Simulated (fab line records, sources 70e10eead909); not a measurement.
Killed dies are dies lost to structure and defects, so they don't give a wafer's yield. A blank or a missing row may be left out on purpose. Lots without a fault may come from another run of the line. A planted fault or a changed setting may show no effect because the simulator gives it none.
A struck lot beside a sound one | flow nand_harc | 13 steps out of a route of 1302
Sound: wafers L627.2, L627.3, L627.6. Struck: wafer L636.2. (L636.3 of the same lot was not struck and is left out.) The cause comes at the end.
At each step with rows: each side's tool, then ch and its chambers, then its first start. Under that, the readings that differ: sound wafers | struck wafers | difference of the means | sigmas: that difference in standard deviations of wafers without a fault.
alike: readings whose means differ by less than 2 such deviations, and words and numbers that are the same on both sides. not compared: withheld readings, readings that some wafer has no value for, bounds like >300 that may hide the same value, and numbers for which the record gives no deviation and whose values overlap.
The two part at a step that has a row with sigmas, a row that says differs or no value, or rows on one side only. Numbers that don't overlap but have no deviation are shown without sigmas and don't part them. A reading that every wafer of one side lacks parts them only if that side has two wafers or more.

NHARC_A_SLIT_ETCH_26: etches the open film in C4F8/O2/Ar, time 90 s, target depth 400 nm.
  sound on har_etch-01 ch 1, day 22 20:47; struck on har_etch-02 ch 1, day 27 14:25
  alike: drypump_motor_current_A, showerhead_plenum_p_Torr, throttle_valve_pct
  not compared: rf_hours_counter_h
then, 1 step without rows for these wafers: NHARC_A_SLIT_STRIP_28 (strips in O2/COS).
NHARC_A_SLIT_ETCH_29: etches the open film in CF4/O2, target depth 100 nm, overetch 10 nm, time 55 s.
  sound on rie_diel-04 ch 0,3, day 22 21:38; struck on rie_diel-11 ch 0, day 27 15:17
  alike: drypump_motor_current_A, oes_product_au, rf_vpp_V, showerhead_plenum_p_Torr, throttle_valve_pct
  not compared: rf_hours_counter_h
NHARC_A_SLIT_STRIP_18: strips in O2.
  sound on rie_diel-04 ch 1,2,3; struck on rie_diel-11 ch 1
  reading               | sound             | struck | difference | sigmas
  oes_product_au (a.u.) | 1.009 1.008 0.986 | 0.965  | -0.036     | -3
  alike: drypump_motor_current_A, rf_vpp_V, showerhead_plenum_p_Torr, throttle_valve_pct
  not compared: rf_hours_counter_h
then, 2 steps without rows for these wafers: NHARC_A_SLIT_PRECLEAN_19 (cleans in SC1); NHARC_A_SLIT_SRD_20.
NHARC_A_SLIT_CD_MEAS_21:
  sound on cd_sem-03, day 22 22:11; struck on cd_sem-01, day 27 15:49
  alike: cd_nm
then, 3 steps without rows for these wafers: NHARC_A_SIN_REMOVE_WET_00 (chemistry H3PO4, time 15300 s); NHARC_A_SIN_REMOVE_PRECLEAN_01 (cleans in SC1); NHARC_A_SIN_REMOVE_SRD_02.
NHARC_A_SIN_REMOVE_INSPECT_04:
  sound on defect_inspect-02, day 23 04:52; struck on defect_inspect-01, day 27 22:28
  alike: raw_defect_count
NHARC_A_WL_FILL_ALD_00: deposits Al2O3, target thk 3 nm, pulse time 3 s, ald cycles 30.
  sound on ald_hk-04 ch 0,3, day 23 04:56; struck on ald_hk-04 ch 3, day 27 22:34
  reading    | sound    | struck | difference | sigmas
  ald_cycles | 30 30 30 | 24     | -6         |
  alike: heater_power_w, precursor_pulse_height_rel
  not compared: since_wet_clean_h
NHARC_A_WL_FILL_RTA_01: time 5 s.
  sound on rtp_anneal-02 ch 0, day 23 05:14; struck on rtp_anneal-01 ch 0, day 27 22:51
  reading             | sound                | struck | difference | sigmas
  lamp_power_pct (%)  | 32.5 32.4 32.5       | 29.3   | -3.2       | -2
  lamp_zone_3_pct (%) | 32.5 32.5 32.5       | 29.4   | -3.1       | -2
  lamp_zone_5_pct (%) | 32.4 32.5 32.5       | 29.4   | -3.1       | -2
  wafer_temp_C_max    | 1004.0 1005.9 1005.0 | 1008.9 | +3.9       | +2

WHERE THEY PART
First at NHARC_A_SLIT_STRIP_18; last, within this record, at NHARC_A_WL_FILL_RTA_01.

WHY: what the simulator had put in
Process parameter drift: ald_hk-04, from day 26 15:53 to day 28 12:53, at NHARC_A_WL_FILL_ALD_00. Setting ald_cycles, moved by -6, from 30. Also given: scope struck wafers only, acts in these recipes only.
